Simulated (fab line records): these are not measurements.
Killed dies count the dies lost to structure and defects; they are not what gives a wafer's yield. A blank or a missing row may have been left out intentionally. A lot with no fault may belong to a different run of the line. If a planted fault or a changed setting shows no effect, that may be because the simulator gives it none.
Comparing a struck lot with a sound one | flow n5-finfet | 39 out of 1938 route steps
Sound: wafers L482.2, L482.3, L482.5. Struck: wafers L493.1, L493.5, L493.6. The cause comes at the end.
At each step with rows: each side's tool, then ch and its chambers, then its first start. Under that, the readings that differ: sound wafers | struck wafers | difference of the means | sigmas: that difference in standard deviations of wafers without a fault.
alike: readings whose means differ by less than 2 such deviations, and words and numbers that are the same on both sides. not compared: withheld readings, readings that some wafer has no value for, bounds like >300 that may hide the same value, and numbers for which the record gives no deviation and whose values overlap.
The two part at a step that has a row with sigmas, a row that says differs or no value, or rows on one side only. When numbers do not overlap yet have no deviation, they are printed without sigmas and do not part them. A reading that every wafer of one side lacks parts them only if that side has two wafers or more.

first, 10 steps without rows for these wafers: N5_DUMMY_GATE_ETCH_32 (etches SiO2 in CF4, target depth 3.5 nm, time 3.9 s); N5_DUMMY_GATE_ETCH_23 (etches poly-Si in HBr/Cl2/O2, target depth 41 nm, time 22.3 s); N5_DUMMY_GATE_ETCH_44 (etches poly-Si in HBr/O2, stops on SiO2, target depth 127.5 nm); N5_DUMMY_GATE_ETCH_42 (etches SiO2 in CHF3/O2, target depth 3.5 nm, time 31 s); N5_DUMMY_GATE_STRIP_48 (strips in N2/H2, time 20 s); N5_DUMMY_GATE_PRECLEAN_33 (cleans in dHF, time 10 s); N5_DUMMY_GATE_PRECLEAN_25 (cleans in O3/DIW, time 45 s); N5_DUMMY_GATE_PRECLEAN_51 (cleans in SC2, time 45 s); N5_DUMMY_GATE_SRD_26 (time 30 s); N5_DUMMY_GATE_UV_OZONE_45 (time 120 s).
N5_SPACER0_ALD_07: deposits SiNx, target thk 2 nm.
  sound on ald-sin-02 ch 0,1,3, day 2 23:46; struck on ald-sin-02 ch 0,1, day 5 20:39
  no value came back on the struck wafers for chamber-pressure-Torr (Torr), heater-power-outer-w (W), heater-power-w (W), susceptor-temp-C (C); on the sound wafers chamber-pressure-Torr (Torr) reads 2.003 1.997 2.002
then, 14 steps without rows for these wafers: N5_SPACER0_ALD_00 (deposits SiOCN, target thk 3.5 nm, pulse time 3 s, purge time 2 s); N5_SPACER0_ALD_08 (deposits SiNx, target thk 2 nm); N5_SD_EPI_N_COAT_32 (time 60 s, resist thk 350 nm); N5_SD_EPI_N_COAT_33 (time 60 s, resist thk 35 nm); N5_SD_EPI_N_COAT_03 (resist thk 150 nm); N5_SD_EPI_N_EBR_05; N5_SD_EPI_N_SOFTBAKE_04 (time 60 s); N5_SD_EPI_N_EXPOSE_06 (exposes mask SD N BLK, target cd 120 nm); N5_SD_EPI_N_PEB_07 (peb time 60 s); N5_SD_EPI_N_DEVELOP_08 (develop time 30 s); N5_SD_EPI_N_DESCUM_14 (chemistry O2, time 7.9 s); N5_SD_EPI_N_ETCH_34 (etches SiARC in CF4, target depth 45.5 nm, time 75.8 s); N5_SD_EPI_N_ETCH_35 (etches SOC in N2/H2, overetch 108 nm, time 486 s); N5_SD_EPI_N_STRIP_36 (strips in N2/H2).
N5_SD_EPI_N_ETCHBACK_44: etches SiNx in CH3F/O2, stops on SiO2, target depth 14.5 nm.
  sound on rie-diel-01 ch 0,2,3, day 3 01:07; struck on rie-diel-03 ch 0,3, day 5 22:29
  reading               | sound          | struck         | difference | sigmas
  oes-product-au (a.u.) | 0.74 0.68 0.61 | 0.31 0.27 0.31 | -0.38      | -7
  alike: drypump-motor-current-A, mfc-ar-sccm, oes_o_777_au, rf-fwd-power-W, rf-vpp-V, showerhead-plenum-p-Torr, throttle-valve-pct
  not compared: rf-hours-counter-h
then, 10 steps without rows for these wafers: N5_SD_EPI_N_ETCH_45 (etches SiOCN in CH3F/O2, target depth 6 nm); N5_SD_EPI_N_ETCH_16 (etches SiO2 in CHF3/O2, target depth 5 nm); N5_SD_EPI_N_STRIP_47 (strips in CHF3/O2); N5_SD_EPI_N_SD_RECESS_17 (chemistry HBr/Cl2/O2, target depth 41 nm, time 23.7 s, bt time 3 s); N5_SD_EPI_N_STRIP_38 (strips in N2/H2); N5_SD_EPI_N_WET_ETCH_43 (etches SiO2 in dHF, time 14 s, target depth 1.5 nm); N5_SD_EPI_N_STRIP_18 (strips in SPM, time 750 s); N5_SD_EPI_N_SRD_20 (time 30 s); N5_SD_EPI_N_PRECLEAN_48 (cleans in NF3:NH3, afs cycles 2, time 20 s, sublimation time 60 s); N5_SD_EPI_N_VAPOR_ETCH_50 (etches Si in HCl, time 54 s).
N5_SD_EPI_P_ETCHBACK_46: etches SiNx in CH3F/O2, stops on SiO2, target depth 17.5 nm.
  sound on rie-diel-05 ch 0,1,3, day 3 05:25; struck on rie-diel-06 ch 0,1,3, day 6 02:55
  reading               | sound          | struck         | difference | sigmas
  oes-product-au (a.u.) | 0.66 0.64 0.64 | 0.25 0.30 0.32 | -0.36      | -7
  alike: drypump-motor-current-A, mfc-ar-sccm, oes_o_777_au, rf-fwd-power-W, rf-vpp-V, showerhead-plenum-p-Torr, throttle-valve-pct
  not compared: rf-hours-counter-h
-- record jumps: 8 days separate the struck wafers' starts on either side; left off in module SD_EPI_P, taken up again in module BEOL_M4, whose first shown step is the route's number 1111 --
N5_BEOL_M4_RC_MEAS_101:
  sound on prober-02 ch 0, day 10 21:08; struck on prober-02 ch 0, day 14 05:25
  reading            | sound             | struck            | difference | sigmas
  DIBL_N (mV/V)      | 37.0 35.8 36.4    | 54.9 50.4 51.6    | +15.9      | +7
  DIBL_P (mV/V)      | 35 35 35          | 52 47 49          | +14        | +4
  IOFF_N (nA/um)     | 0.16 0.14 0.14    | 0.80 0.51 0.56    | +0.48      | +11
  IOFF_N_85C (nA/um) | 3.2 2.8 2.8       | 12.0 8.2 9.0      | +6.8       | +9
  IOFF_N_LIN (nA/um) | 0.079 0.070 0.070 | 0.274 0.186 0.196 | +0.146     | +9
  IOFF_P (nA/um)     | 0.23 0.20 0.21    | 1.15 0.83 1.09    | +0.81      | +17
  IOFF_P_85C (nA/um) | 3.9 3.6 3.6       | 15.1 11.4 14.3    | +9.9       | +14
  IOFF_P_LIN (nA/um) | 0.109 0.099 0.100 | 0.404 0.321 0.360 | +0.259     | +16
  ION_N (uA/um)      | 697 690 682       | 787 759 736       | +71        | +5
  ION_P (uA/um)      | 478 472 472       | 547 534 523       | +61        | +7
  REXT_N (ohm.um)    | 75.0 75.2 75.6    | 59.7 59.5 59.9    | -15.6      | -10
  REXT_P (ohm.um)    | 102.0 103.3 103.5 | 84.8 84.3 84.3    | -18.5      | -8
  SS_N (mV/dec)      | 71.0 71.1 71.4    | 75.4 74.1 74.8    | +3.6       | +4
  SS_P (mV/dec)      | 72.9 73.0 72.4    | 76.8 75.1 75.8    | +3.1       | +4
  VT_N (mV)          | 247 251 250       | 224 228 229       | -22        | -6
  VT_N_LVT (mV)      | 98 102 102        | 75 82 81          | -21        | -6
  VT_P (mV)          | -247 -249 -250    | -222 -223 -223    | +26        | +8
  VT_P_LVT (mV)      | -97 -100 -99      | -70 -75 -73       | +26        | +9
-- a jump in the record: the struck wafers' starts before and after are 6 days apart (it breaks off in module BEOL_M4 and resumes in module PASSIVATION, where the first step shown is number 1936 of the route) --
N5_PASSIVATION_PROBE_49:
  sound on prober-02 at day 15 20:47; struck on prober-01 at day 19 18:33
  reading                | sound          | struck            | difference | sigmas
  sort_bin_4_leakage (%) | 0 0 0          | 86.69 85.59 90.00 | +87.43     | +99 or more
  sort-n-pass            | 1073 1068 1082 | 0 43 1            | -1060      | -53
  sort-yield-pct (%)     | 90.9 90.5 91.7 | 0 3.6 0.1         | -90        | -53
  alike: defect-limited-yield, killed_at_M0_to_M3, killed_at_M4_up, killed-at-contacts, killed-at-front-end, killed-at-other, killed-dies, killed-open, killed-short, sort_bin_5_function, sort_bin_6_memory, sort_bin_8_speed

## WHERE THEY PART
Last at N5_PASSIVATION_PROBE_49 as far as this record goes, first at N5_SPACER0_ALD_07.

WHY: what the simulator had put in
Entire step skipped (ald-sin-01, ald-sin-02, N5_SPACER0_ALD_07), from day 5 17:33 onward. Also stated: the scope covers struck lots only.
